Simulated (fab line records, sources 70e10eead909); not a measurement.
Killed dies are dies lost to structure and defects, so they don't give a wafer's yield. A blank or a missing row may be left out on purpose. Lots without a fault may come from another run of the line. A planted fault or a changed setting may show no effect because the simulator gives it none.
Chamber matching | flow nand_harc | NHARC_A_CONTACT_DEP_58 on pecvd-02: 3 sister chambers
The step deposits SiON, target thk 60 nm. 3 wafers are shown with their chamber, then 12 later ones without.

WAFERS WITH THEIR CHAMBER
wafer  | chamber | heater_power_w (W)
L087.2 | 2       | 855
L089.4 | 0       | 676
L089.5 | 1       | 628

WAFERS WITHOUT THEIR CHAMBER
wafer  | heater_power_w (W)
L089.2 | 845
L089.3 | 639
L089.6 | 850
L091.2 | 603
L091.3 | 792
L091.4 | 669
L097.2 | 602
L097.3 | 786
L097.5 | 623
L096.3 | 838
L096.4 | 663
L096.6 | 828

WHICH CHAMBER EACH WENT THROUGH
wafer  | from the rows above     | in truth
L089.2 | 2                       | 2
L089.3 | can't be placed: 1 or 0 | 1
L089.6 | 2                       | 2
L091.2 | can't be placed: 1 or 0 | 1
L091.3 | can't be placed: 2 or 0 | 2
L091.4 | can't be placed: 0 or 1 | 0
L097.2 | can't be placed: 1 or 0 | 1
L097.3 | can't be placed: 2 or 0 | 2
L097.5 | can't be placed: 1 or 0 | 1
L096.3 | 2                       | 2
L096.4 | can't be placed: 0 or 1 | 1
L096.6 | 2                       | 2
Placed correctly: 4 of 12. Can't be placed from these rows: 8 (the true chamber is among the candidates in 8). Placed wrongly: 0.
How it was worked out, from the rows above alone: a wafer's distance from a chamber is the root of the sum, over the readings, of the square of ((its reading less the chamber's mean) divided by the reading's scatter). The wafer belongs to the nearest chamber; if the next one is less than 2 further off, it can't be placed. A chamber's mean is the mean of its shown wafers. The scatter: with one shown wafer a chamber, the root of the mean of the squares of how far each hidden wafer lies from its nearest shown one.
